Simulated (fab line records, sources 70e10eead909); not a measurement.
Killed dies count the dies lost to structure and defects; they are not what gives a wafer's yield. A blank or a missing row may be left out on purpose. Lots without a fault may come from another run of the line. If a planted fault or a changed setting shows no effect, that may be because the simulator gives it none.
2 desks, one fault || flow nand_harc || each desk holds nothing but its own numbers, with what lay behind them at the end

== THE TOOL OWNER'S DESK: har_etch-01 ==
The tool's own readings at NHARC_A_CHANNEL_HOLE_D2_ETCH_23 (etches the open film in C4F8/O2/Ar, time 819 s, target depth 1600 nm): means of the sampled wafers that have a number, for each lot that ran on this tool. The brackets show how far a lot's mean lies from the usual mean; more than 4 standard deviations puts the lot out of limits, marked OUT.
Columns: A = c4f8_flow_sccm at NHARC_A_CHANNEL_HOLE_D2_ETCH_23, usual 89.31 sccm; B = chamber_pressure_mTorr at NHARC_A_CHANNEL_HOLE_D2_ETCH_23, usual 20.001 mTorr; C = drypump_motor_current_A at NHARC_A_CHANNEL_HOLE_D2_ETCH_23, usual 5.79 A; D = showerhead_plenum_p_Torr at NHARC_A_CHANNEL_HOLE_D2_ETCH_23, usual 3.67 Torr; E = throttle_valve_pct at NHARC_A_CHANNEL_HOLE_D2_ETCH_23, usual 32.155 %
{"lot": "L692", "first seen here": "day 13 07:53", "A": 89.30, "B": 20.001, "C": 5.90, "D": 3.61, "E": 32.159}
{"lot": "L695", "first seen here": "day 14 23:11", "A": 89.38, "B": 19.988, "C": 5.88, "D": 3.65, "E": 32.161}
{"lot": "L711", "first seen here": "day 20 22:52", "A": 89.35, "B": 19.979, "C": 5.88, "D": 3.60, "E": 32.151}
{"lot": "L714", "first seen here": "day 22 08:46", "A": 89.38, "B": 20.006, "C": 5.85, "D": 3.63, "E": 32.157}
{"lot": "L715", "first seen here": "day 22 16:28", "A": 89.24, "B": 19.992, "C": 5.88, "D": 3.59, "E": 32.155}
This desk found nothing out of limits on any of the 5 lots.

== FROM THE METROLOGY DESK ==
What the gauges read, lot by lot, whatever tool the lot ran on: means of the sampled wafers that have a number. The brackets show how far a lot's mean lies from the usual mean; more than 4 standard deviations puts the lot out of limits, marked OUT.
Columns: A = cd_nm at NHARC_A_CHANNEL_HOLE_D2_CD_MEAS_31, usual 90.6 nm
{"lot": "L692", "first seen here": "day 13 11:58", "A": 91.0}
{"lot": "L695", "first seen here": "day 15 03:17", "A": 91.0}
{"lot": "L699", "first seen here": "day 16 15:52", "A": "0.8 (-64) OUT"}
{"lot": "L702", "first seen here": "day 17 05:51", "A": "1.6 (-64) OUT"}
{"lot": "L701", "first seen here": "day 17 10:01", "A": "1.4 (-64) OUT"}
{"lot": "L710", "first seen here": "day 21 02:14", "A": 90.4}
{"lot": "L711", "first seen here": "day 21 02:50", "A": 89.7}
{"lot": "L714", "first seen here": "day 22 12:44", "A": 91.9}
{"lot": "L715", "first seen here": "day 22 20:33", "A": 91.4}
Finding of this desk: L699, L701, L702 out of limits; the first was L699 at day 16 15:52, on cd_nm at NHARC_A_CHANNEL_HOLE_D2_CD_MEAS_31. In limits: L692, L695, L710, L711, L714, L715.

== BROUGHT TOGETHER ==
Metrology desk: alarm possible at day 16 15:52 on L699, L701, L702.
Nothing out of limits was seen by the tool owner's desk.
The tool owner's desk has no number on record for L699, L701, L702.
Of the lots named, all ran NHARC_A_CHANNEL_HOLE_D2_ETCH_23 on har_etch-01.

== WHAT THE SIMULATOR HAD PUT IN ==
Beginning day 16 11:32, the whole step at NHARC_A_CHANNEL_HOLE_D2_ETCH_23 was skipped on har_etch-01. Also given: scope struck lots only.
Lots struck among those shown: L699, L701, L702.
Per desk, hours elapsed from the start of the fault to the first reading out of limits: for the metrology desk, 4.
